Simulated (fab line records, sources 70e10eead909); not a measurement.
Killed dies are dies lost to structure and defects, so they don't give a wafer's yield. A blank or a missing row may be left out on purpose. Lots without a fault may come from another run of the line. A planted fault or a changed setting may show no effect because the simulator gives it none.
Chamber matching | flow nand_harc | NHARC_A_CONTACT_CMP_20 on cmp-02: 4 sister chambers
The step polishes, t overpolish 30 s, target thk 300 nm. 14 wafers are shown with their chamber, then 7 later ones without.

WAFERS WITH THEIR CHAMBER
wafer  | chamber | motor_current_A (A) | time_to_endpoint_s (s) | slurry_filter_dp_kPa (kPa)
L260.1 | 1       | 11.5                | 63                     | 13.26
L260.2 | 2       | 11.6                | 60                     | 13.38
L260.4 | 3       | 13.1                | 59                     | 13.41
L264.1 | 1       | 11.5                | 61                     | 13.40
L264.3 | 0       | 11.5                | 68                     | 13.26
L264.5 | 0       | 11.8                | 66                     | 13.46
L268.1 | 3       | 14.4                | 59                     | 13.46
L268.4 | 2       | 11.2                | 60                     | 13.32
L268.6 | 0       | 11.7                | 66                     | 13.58
L273.1 | 0       | 11.3                | 67                     | 13.33
L273.2 | 2       | 11.1                | 62                     | 13.52
L273.6 | 0       | 11.5                | 63                     | 13.60
L275.1 | 3       | 14.1                | 60                     | 13.53
L275.3 | 2       | 11.2                | 58                     | 13.48

SIGNATURES (means of the wafers above)
reading              | chamber 0 | chamber 1 | chamber 2 | chamber 3 | scatter within a chamber
motor_current_A      | 11.560    | 11.500    | 11.275    | 13.867    | 0.35
time_to_endpoint_s   | 66.00     | 62.00     | 60.00     | 59.33     | 1.57
slurry_filter_dp_kPa | 13.4460   | 13.3300   | 13.4250   | 13.4667   | 0.115
Rule: a wafer's distance from a chamber is the root of the sum, over the readings, of the square of ((its reading less the chamber's mean) divided by the reading's scatter). The wafer belongs to the nearest chamber; if the next one is less than 2 further off, it can't be placed. The scatter: the root of (the sum of the squares of (reading less its chamber's mean) over the shown wafers, divided by (wafers less chambers)).

WAFERS WITHOUT THEIR CHAMBER
wafer  | motor_current_A (A) | time_to_endpoint_s (s) | slurry_filter_dp_kPa (kPa)
L275.6 | 10.9                | 62                     | 13.39
L276.1 | 11.5                | 58                     | 13.59
L276.3 | 11.6                | 63                     | 13.36
L276.5 | 11.2                | 61                     | 13.52
L277.3 | 11.6                | 63                     | 13.35
L277.4 | 11.4                | 69                     | 13.32
L277.6 | 10.7                | 63                     | 13.59

WHICH CHAMBER EACH WENT THROUGH
wafer  | from the rows above          | in truth
L275.6 | can't be placed: 2 or 1 or 0 | 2
L276.1 | can't be placed: 2 or 1      | 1
L276.3 | can't be placed: 1 or 0 or 2 | 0
L276.5 | can't be placed: 2 or 1      | 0
L277.3 | can't be placed: 1 or 0 or 2 | 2
L277.4 | 0                            | 0
L277.6 | can't be placed: 2 or 1 or 0 | 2
Placed correctly: 1 of 7. Can't be placed from these rows: 6 (the true chamber is among the candidates in 5). Placed wrongly: 0.
